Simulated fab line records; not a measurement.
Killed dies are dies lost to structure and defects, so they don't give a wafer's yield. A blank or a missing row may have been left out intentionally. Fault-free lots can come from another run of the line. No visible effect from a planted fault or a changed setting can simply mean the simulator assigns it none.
fab line records ; flow n5Finfet
record lots=4; wafers=12; lastDay=15
route steps=1938 shown BEOL_M3@1009 BEOL_M4@1021 PASSIVATION@1936
lots that met no fault: from a run of the same line without faults
startH: start of the lot's first displayed wafer, in hours after the record's first day ; waitH: hours since the lot's step before ; " same as the row above ; L1.1+2: a row that stands for several wafers ; - no value, or no start was given ; * or withheld: withheld ; < > ~ a bound
route shown NAME@n: NAME is a module with steps in the file, n the number in the route of the first one ; usual: the fault-free wafers' mean and standard deviation ; same: alike in all rows ; chamber/n: place in a boat ; sites: the reading at each site ; _std_site: the values' standard deviation ; _edge_site: mean of outer sites minus mean of inner sites ; radiusMm: for every site, how far away it sits from the centre of the wafer ; mask NAME#n: copy n ; behind: the most recent tool/chamber to have shaped the wafer ; hold: why the lot went on hold/how many hours it stayed there/how the hold came to an end ; device: the transistor (n, p or np) that didn't switch ; end of line: at the end of the route, the tests of the same wafers ; where a step has no rows: the recipe by itself ; killed: count of dies lost to structure and defects at first sort (not the wafer's yield) ; map: per-die view of a wafer (x killed, . not killed, _ where there is no die)
set.NAME: the setting as run; set.NAME@STEP: as run at that earlier step ; model.NAME: the simulator's own value behind a step, which no gauge read
lots at some steps of the route; a table a step, a row a wafer
services: from which hour (startH, from the record's first day; less than 0 if before it) a tool's chamber was out of use, for how many hours, and why
## steps
# step N5_BEOL_M3_ANNEAL_95
# recipe tempC=400; timeS=240; ambient=vacuum
# step N5_BEOL_M3_SPUTTER_96
# recipe material=Cu; targetThkA=45; tempC=-20; chamberPressurePa=0.07; powerW=withheld; timeS=8.29
# step N5_BEOL_M3_ECD_50
# recipe material=Cu; targetThkA=3000
# step N5_BEOL_M3_ANNEAL_51
# recipe tempC=225; timeS=90; ambient=N2
# step N5_BEOL_M3_CMP_52
# recipe stopOn=SiOC; tOverpolishS=6.8; downForcePsi=1; platenRpm=50; clearingPlatenDownForcePsi=1.5; clearingPlatenRpm=50; postCmpClean=cuAlkaline; targetThkNm=40; clearingPlatenPadVelocityMS=0.99484; padVelocityMS=0.99484
# step N5_BEOL_M3_PRE_CLEAN_60
# recipe gas=NH3/H2; timeS=15; tempC=*; rfPowerW=300
# step N5_BEOL_M3_CO_CAP_55
# recipe material=Co; targetThkA=20; tempC=200; precursor=CCTBA/H2; pressureTorr=30; timeS=102.1
# step N5_BEOL_M3_PRE_CLEAN_56
# recipe gas=NH3; timeS=15; tempC=withheld; rfPowerW=300
# step N5_BEOL_M3_DEP_57
# recipe material=SiCN; targetThkA=80; tempC=withheld; precursor=3MS/NH3; pressureTorr=3; rfW=202; timeS=14
# step N5_BEOL_M4_ILD_DEP_00
# recipe material=SiOC; targetThkA=790; tempC=350; precursor=DEMS/O2; pressureTorr=5; rfW=500; timeS=15.3
# usual heaterPowerW=481/60; rfFwdPowerW=492.8/2.7; showerheadPlenumPTorr=5.687/0.017; throttleValvePct=12.1/0.61
lot.wafer;tool;chamber;startH;waitH;heaterPowerW;rfFwdPowerW;showerheadPlenumPTorr;throttleValvePct;model.SiOC_of_BEOL_M4_ILD_DEP_00.thkNm
L476.2;pecvd-04;0;178.69;0.0;517;492.8;5.707;11.9;80.8
L476.3;pecvd-04;1;178.69;0.0;505;491.0;5.713;12.1;78.8
L476.5;pecvd-04;0;178.69;0.0;528;-;5.698;12.1;60.4
L478.1;pecvd-04;1;188.31;0.0;447;-;5.711;12.3;58.8
L478.5;pecvd-04;0;188.31;0.0;544;-;5.713;12.0;61
L478.6;pecvd-04;1;188.31;0.0;440;489.9;5.703;12.2;80
L477.1;pecvd-01;0;190.10;0.0;575;497.4;5.689;11.4;78.2
L477.4;pecvd-01;2;190.10;0.0;500;489.9;5.700;12.5;78.6
L477.5;pecvd-01;1;190.10;0.0;387;491.0;5.655;13.3;79.2
L488.2;pecvd-04;0;251.03;0.0;553;494.0;5.702;12.2;78.8
L488.4;pecvd-04;1;251.03;0.0;517;490.3;5.690;12.1;80
L488.6;pecvd-04;0;251.03;0.0;568;497.1;5.718;12.1;81
# step N5_BEOL_M4_THK_MEAS_01
# recipe reads=SiOC_of_BEOL_M4_ILD_DEP_00
# usual M4_ILD_THK=78.8/1.1
lot.wafer;tool;chamber;startH;waitH;M4_ILD_THK[nm]
L476.2;filmMetro-02;-;178.76;0.1;80.9
L476.3;filmMetro-02;-;178.76;0.1;78.7
L476.5;filmMetro-02;-;178.76;0.1;60.5
L478.1;filmMetro-02;-;188.38;0.0;58.9
L478.5;filmMetro-02;-;188.38;0.0;61.0
L478.6;filmMetro-02;-;188.38;0.0;80.0
L477.1;filmMetro-01;-;190.17;0.0;78.2
L477.4;filmMetro-01;-;190.17;0.0;78.5
L477.5;filmMetro-01;-;190.17;0.0;79.2
L488.2;filmMetro-02;-;251.11;0.1;78.9
L488.4;filmMetro-02;-;251.11;0.1;80.1
L488.6;filmMetro-02;-;251.11;0.1;81.0
# step N5_BEOL_M4_PECVD_72
# recipe material=SiO2; targetThkA=160; tempC=400; precursor=TEOS/O2; pressureTorr=5.5; rfW=450; teosFlowSccm=53.8; gas=O2; flowSccm=3000; timeS=18
# step N5_BEOL_M4_HM_DEP_02
# recipe material=TiN; targetThkA=200; tempC=25; chamberPressurePa=0.49996
# step N5_BEOL_M4_COAT_61
# recipe resist=SOC; tempC=250; timeS=60; spinRpm=1500; resistThkNm=60
# step N5_BEOL_M4_COAT_62
# recipe resist=SiARC; tempC=220; timeS=60; spinRpm=1500; resistThkNm=12
# step N5_BEOL_M4_COAT_73
# recipe resist=underlayer; tempC=205; timeS=60; spinRpm=1500; resistThkNm=5
# step N5_BEOL_M4_COAT_05
# recipe resist=CAR-EUV; spinRpm=1500; resistThkNm=30
# step N5_BEOL_M4_EBR_07
# recipe solvent=PGMEA; ebrWidthMm=1.5
# step N5_BEOL_M4_SOFTBAKE_06
# recipe tempC=110; timeS=60; resist=CAR-EUV
# step N5_BEOL_M4_EXPOSE_08
# recipe maskId=M4; na=0.33; sourceShape=dipole; sigmaInner=0.369; sigmaOuter=0.767; polarization=unpolarized; doseMj=41.25
# step N5_BEOL_M4_PEB_09
# recipe pebTempC=100; pebTimeS=60; resist=CAR-EUV
# step N5_BEOL_M4_DEVELOP_10
# recipe developTimeS=30; developer=TMAH; resist=CAR-EUV; rinseLiquid=surfactantRinse; dry=airSpin; devTempC=23
# step N5_BEOL_M4_DESCUM_16
# recipe chemistry=O2; timeS=7; sourcePowerW=50; biasPowerW=20; pressureMtorr=20; rfFrequencyHz=2.712e+07; tempC=40; resist=CAR-EUV; o2FlowSccm=225
# step N5_BEOL_M4_ETCH_74
# recipe chemistry=N2/H2; target=underlayer; targetDepthA=65; maskMaterial=CAR-EUV; timeS=5.2; ionEnergyEv=200; pressureMtorr=30; sourceW=840; biasW=150; n2FlowSccm=200; h2FlowSccm=200; ends=cleared
# step N5_BEOL_M4_ETCH_63
# recipe chemistry=CF4; target=SiARC; targetDepthA=156; maskMaterial=CAR-EUV; timeS=26; ionEnergyEv=80; pressureMtorr=40; sourceW=545; biasW=36; Ar_flow_sccm=100; cf4FlowSccm=100; ends=cleared
# step N5_BEOL_M4_ETCH_64
# recipe chemistry=N2/H2; target=SOC; targetDepthA=750; overetchA=225; maskMaterial=SiARC; tempC=40; timeS=121.9; ionEnergyEv=200; pressureMtorr=30; sourceW=840; biasW=150; n2FlowSccm=200; h2FlowSccm=200
# step N5_BEOL_M4_STRIP_65
# recipe chemistry=N2/H2; tempC=40; n2FlowSccm=200; h2FlowSccm=200; rfFrequencyHz=6e+07
# step N5_BEOL_M4_STRIP_75
# recipe chemistry=N2/H2; tempC=40; n2FlowSccm=200; h2FlowSccm=200; rfFrequencyHz=6e+07
# step N5_BEOL_M4_STRIP_66
# recipe chemistry=CF4; resist=SiARC; powerW=300; biasPowerW=75; pressureMtorr=50; cf4FlowSccm=150; rfFrequencyHz=6e+07
# step N5_BEOL_M4_HM_OPEN_17
# recipe chemistry=Cl2/BCl3; targetDepthA=200; overetchA=60; target=TiN; maskMaterial=SOC; ionEnergyEv=150; pressureMtorr=10; icpW=1000; biasW=126; Cl2_flow_sccm=53.25; bcl3FlowSccm=21.75; Ar_flow_sccm=25
# step N5_BEOL_M4_STRIP_19
# recipe chemistry=O2; powerW=400; tempC=40; pressureMtorr=30; rfFrequencyHz=6e+07; biasPowerW=0; overashFraction=0.2; o2FlowSccm=225
# step N5_BEOL_M4_COAT_67
# recipe resist=SOC; tempC=250; timeS=60; spinRpm=1500; resistThkNm=60
# step N5_BEOL_M4_COAT_68
# recipe resist=SiARC; tempC=220; timeS=60; spinRpm=1500; resistThkNm=12
# step N5_BEOL_M4_COAT_76
# recipe resist=underlayer; tempC=205; timeS=60; spinRpm=1500; resistThkNm=5
# step N5_BEOL_M4_COAT_22
# recipe resist=CAR-EUV; spinRpm=1500; resistThkNm=30
# step N5_BEOL_M4_CMP_52
# recipe stopOn=SiOC; tOverpolishS=6.8; downForcePsi=1; platenRpm=50; clearingPlatenDownForcePsi=1.5; clearingPlatenRpm=50; postCmpClean=cuAlkaline; targetThkNm=40; clearingPlatenPadVelocityMS=0.99484; padVelocityMS=0.99484
# usual edgeZonePressureFrac=1.000/0.0047; motorCurrentA=6.0/0.7; padLifeWafers=816/630
lot.wafer;tool;chamber;startH;waitH;edgeZonePressureFrac;motorCurrentA;padLifeWafers;model.SiOC_of_BEOL_M4_ILD_DEP_00.thkNm
L476.3;cmp-03;1;192.32;0.2;1.001;6.2;31;75.8
L476.2;cmp-03;3;192.32;0.2;1.006;6.4;33;77.8
L476.5;cmp-03;0;192.32;0.2;0.999;5.6;-;57.4
L478.1;cmp-03;0;197.70;0.3;1.001;5.2;73;55.8
L478.5;cmp-03;3;197.70;0.3;1.001;6.6;-;58
L478.6;cmp-03;0;197.70;0.3;1.000;5.5;-;77
L477.1;cmp-01;0;199.94;0.3;0.996;5.7;1921;75.2
L477.4;cmp-01;1;199.94;0.3;0.994;6.1;1922;75.6
L477.5;cmp-01;0;199.94;0.3;1.003;5.6;-;76.2
L488.4;cmp-01;2;265.07;0.2;0.999;7.7;439;77
L488.2;cmp-01;3;265.07;0.2;0.997;5.0;440;75.8
L488.6;cmp-01;2;265.07;0.2;1.002;7.7;-;78
# step N5_BEOL_M4_RC_MEAS_101
# usual DIBL_N=37.1/1.9; DIBL_P=37.2/2.3; IOFF_N=0.18/0.04; IOFF_P=0.23/0.044; ION_N=682/11; ION_P=468/8.6; SS_N=71.9/0.68; SS_P=73.5/0.74; VT_N=248/3.4; VT_P=-248/3.4
lot.wafer;tool;chamber;startH;waitH;DIBL_N[mV/V];DIBL_P[mV/V];IOFF_N[nA/um];IOFF_P[nA/um];ION_N[uA/um];ION_P[uA/um];SS_N[mV/dec];SS_P[mV/dec];VT_N[mV];VT_P[mV]
L476.2;prober-01;0;193.14;0.2;36.8;34.4;0.15;0.21;666;461;71.4;73.7;250;-247
L476.3;prober-01;0;193.14;0.2;39.4;36.4;0.19;0.25;685;471;71.6;73.8;245;-246
L476.5;prober-01;0;193.14;0.2;40.3;38.6;0.23;0.28;693;474;71.6;74.3;243;-242
L478.1;prober-02;0;198.26;0.0;36.9;37.4;0.17;0.21;677;462;71.9;72.9;250;-248
L478.5;prober-02;0;198.26;0.0;35.7;36.3;0.14;0.19;667;452;71.3;73.4;251;-253
L478.6;prober-02;0;198.26;0.0;33.2;32.4;0.12;0.15;662;459;71.3;71.3;254;-254
L477.1;prober-01;0;200.51;0.0;35.0;35.1;0.14;0.20;666;453;71.5;72.3;256;-250
L477.4;prober-01;0;200.51;0.0;36.8;36.6;0.17;0.23;677;464;72.4;73.8;251;-248
L477.5;prober-01;0;200.51;0.0;36.2;35.0;0.15;0.20;667;455;72.0;73.5;255;-249
L488.2;prober-02;0;265.80;0.2;36.7;37.1;0.16;0.21;698;477;71.9;73.5;249;-251
L488.4;prober-02;0;265.80;0.2;36.0;35.5;0.14;0.19;677;462;71.0;73.0;251;-252
L488.6;prober-02;0;265.80;0.2;37.8;38.8;0.18;0.23;687;474;72.7;73.9;247;-250
# step N5_PASSIVATION_PROBE_49
# usual defectLimitedYield=91.5/1.4; killed_at_M0_to_M3=32/9.7; killed_at_M4_up=14/5.3; killedAtContacts=11/6; killedAtFrontEnd=39/14; killedAtOther=3.3/2.7; killedDies=100/17; killedOpen=66/13; killedShort=32/7.4; sort_bin_5_function=4.9/0.9; sort_bin_6_memory=3.2/0.72; sortNPass=1080/17; sortYieldPct=91.5/1.4
# same grossDies=1180; killedAtBackSide=0; sort_bin_4_leakage[%]=0; sort_bin_8_speed[%]=0
lot.wafer;tool;chamber;startH;waitH;defectLimitedYield[%];killed_at_M0_to_M3;killed_at_M4_up;killedAtContacts;killedAtFrontEnd;killedAtOther;killedDies;killedOpen;killedShort;sort_bin_5_function[%];sort_bin_6_memory[%];sortNPass;sortYieldPct[%]
L476.2;prober-02;-;294.68;0.1;92.1;22;21;8;39;3;93;61;32;5.0;2.6;1087;92.1
L476.3;prober-02;-;294.73;0.1;91.9;37;11;11;33;4;96;68;28;4.7;3.1;1084;91.9
L476.5;prober-02;-;294.83;0.2;94.0;20;17;12;20;2;71;53;18;3.4;2.4;1109;94.0
L477.1;prober-02;-;305.13;0.0;92.8;33;19;10;17;6;85;50;32;3.6;3.5;1095;92.8
L477.4;prober-02;-;305.28;0.2;92.5;31;14;13;20;10;88;59;28;4.2;2.8;1092;92.5
L477.5;prober-02;-;305.33;0.2;92.5;39;22;7;21;0;89;62;26;4.6;2.6;1091;92.5
L478.1;prober-01;-;307.79;0.0;91.4;29;25;5;39;3;101;63;28;4.3;3.2;1079;91.4
L478.5;prober-01;-;307.99;0.2;91.5;15;32;8;45;0;100;57;35;3.8;3.6;1080;91.5
L478.6;prober-01;-;308.04;0.3;90.8;26;25;11;44;3;109;75;34;5.2;3.7;1071;90.8
L488.2;prober-01;-;367.98;0.1;91.4;29;3;9;57;4;102;53;37;4.7;2.9;1078;91.4
L488.4;prober-01;-;368.08;0.2;91.8;32;10;11;42;2;97;65;30;5.6;2.6;1083;91.8
L488.6;prober-01;-;368.18;0.3;89.4;44;10;5;65;1;125;60;55;5.5;4.1;1055;89.4
# killed by level:class
L476.2 BEOL_M2:geometricParticle:open=9 BEOL_M4:geometricParticle:open=8 FIN_SAQP:geometricParticle:open=7 STI_FIN_REVEAL:geometricParticle:open=7 GATE_CUT:geometricParticle:short=7 BEOL_M4:geometricParticle:short=7 MOL_CONTACT_COAG:geometricParticle:open=7 FIN_SAQP:geometricParticle:short=5
L476.3 BEOL_M2:geometricParticle:open=17 MOL_CONTACT_COAG:geometricParticle:open=8 BEOL_M4:geometricParticle:open=8 BEOL_M0_SAQP:geometricParticle:short=7 FIN_SAQP:geometricParticle:short=6 GATE_CUT:geometricParticle:open=6 FIN_CUT:geometricParticle:open=4 STI_FIN_REVEAL:geometricParticle:open=4
L476.5 BEOL_M4:geometricParticle:open=13 BEOL_M2:geometricParticle:open=11 MOL_CONTACT_COAG:geometricParticle:open=9 BEOL_M0_SAQP:geometricParticle:open=5 FIN_SAQP:geometricParticle:short=3 GATE_CUT:geometricParticle:short=3 GATE_CUT:geometricParticle:open=3 MOL_CONTACT_COAG:geometricParticle:short=3
L477.1 BEOL_M4:geometricParticle:open=10 MOL_CONTACT_COAG:geometricParticle:open=9 BEOL_M3:geometricParticle:short=6 BEOL_M0_SAQP:geometricParticle:short=5 BEOL_M1:geometricParticle:open=5 BEOL_M3:geometricParticle:open=5 STI_FIN_REVEAL:geometricParticle:open=4 STARTING-WAFER:geometricParticle:short=4
L477.4 MOL_CONTACT_COAG:geometricParticle:open=9 STI_FIN_REVEAL:geometricParticle:open=7 BEOL_M0:geometricParticle:open=6 BEOL_M3:geometricParticle:open=6 BEOL_M4:geometricParticle:open=6 BEOL_M1:geometricParticle:open=5 BEOL_M2:geometricParticle:short=5 GATE_CUT:geometricParticle:short=4
L477.5 BEOL_M1:geometricParticle:open=11 STI_FIN_REVEAL:geometricParticle:open=10 BEOL_M0_SAQP:geometricParticle:short=8 BEOL_M4:geometricParticle:open=7 MOL_CONTACT_COAG:geometricParticle:open=6 BEOL_M0:geometricParticle:open=6 BEOL_M2:geometricParticle:open=6 BEOL_M5:geometricParticle:open=4
L478.1 BEOL_M4:geometricParticle:open=13 HKMG_FIN:areaEtch=8 BEOL_M0_SAQP:geometricParticle:open=7 STI_FIN_REVEAL:geometricParticle:open=6 BEOL_M1:geometricParticle:open=6 FIN_SAQP:geometricParticle:short=5 MOL_CONTACT_COAG:geometricParticle:open=5 BEOL_M2:geometricParticle:open=5
L478.5 BEOL_M4:geometricParticle:open=16 FIN_SAQP:geometricParticle:open=8 STI_FIN_REVEAL:geometricParticle:open=8 FIN_SAQP:geometricParticle:short=7 HKMG_FIN:areaEtch=7 MOL_CONTACT_COAG:geometricParticle:open=6 BEOL_M4:geometricParticle:short=6 GATE_CUT:geometricParticle:short=5
L478.6 BEOL_M4:geometricParticle:open=14 STI_FIN_REVEAL:geometricParticle:open=7 MOL_CONTACT_COAG:geometricParticle:open=7 BEOL_M1:geometricParticle:open=6 DUMMY_GATE:geometricParticle:open=5 ILD0:geometricParticle:open=5 GATE_CUT:geometricParticle:open=5 BEOL_M0:geometricParticle:open=5
L488.2 FIN_SAQP:geometricParticle:short=14 FIN_SAQP:geometricParticle:open=8 MOL_CONTACT_COAG:geometricParticle:open=8 BEOL_M0_SAQP:geometricParticle:short=8 BEOL_M0_SAQP:geometricParticle:open=8 HKMG_FIN:areaEtch=8 DUMMY_GATE:geometricParticle:open=7 BEOL_M2:geometricParticle:open=6
L488.4 STI_FIN_REVEAL:geometricParticle:open=13 MOL_CONTACT_COAG:geometricParticle:open=8 BEOL_M0_SAQP:geometricParticle:open=7 FIN_SAQP:geometricParticle:open=6 BEOL_M2:geometricParticle:open=6 BEOL_M0_SAQP:geometricParticle:short=5 FIN_SAQP:geometricParticle:short=3 DUMMY_GATE:geometricParticle:open=3
L488.6 FIN_SAQP:geometricParticle:short=20 BEOL_M0_SAQP:geometricParticle:open=17 STI_FIN_REVEAL:geometricParticle:open=13 BEOL_M0_SAQP:geometricParticle:short=11 FIN_SAQP:geometricParticle:open=8 HKMG_FIN:areaEtch=8 BEOL_M1:geometricParticle:open=4 BEOL_M2:geometricParticle:short=4
## services
tool;chamber;startH;hours;kind
pecvd-04;1;158.40;2.1;scheduledDown
cmp-03;-;184.14;4.0;pm
cmp-03;-;188.14;-;consumableReplace:conditioner
cmp-03;-;188.14;-;consumableReplace:pad
pecvd-01;2;202.38;-;clean
pecvd-01;2;202.38;-;consumableReplace:showerhead
pecvd-01;2;202.38;29.0;scheduledDown
pecvd-01;2;202.38;29.0;ventCycle
cmp-01;-;211.87;4.0;pm
cmp-01;-;215.87;-;consumableReplace:conditioner
cmp-01;-;215.87;-;consumableReplace:pad
pecvd-01;0;232.98;16.5;scheduledDown
cmp-01;-;260.65;4.2;repair
## key
firstSign step=N5_BEOL_M4_THK_MEAS_01; reading=M4_ILD_THK; direction=down; sigmas=18; usual=78.8; struck=60.1
effect none on later readings
modelEffect step=N5_BEOL_M4_ILD_DEP_00; value=SiOC_of_BEOL_M4_ILD_DEP_00.thkNm; without=78.8; struck=60.07
modelEffect step=N5_BEOL_M4_CMP_52; value=SiOC_of_BEOL_M4_ILD_DEP_00.thkNm; without=75.8; struck=57.07
metAt N5_BEOL_M4_ILD_DEP_00
struckWafers L476.5,L478.1,L478.5
fault kind=processParameterDrift; tool=pecvd-04; chamber=-; onsetH=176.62; steps=N5_BEOL_M4_ILD_DEP_00; channel=timeS; offset=*; shape=step; endH=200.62; scope=struckWafersOnly; actsIn=*; stated=*
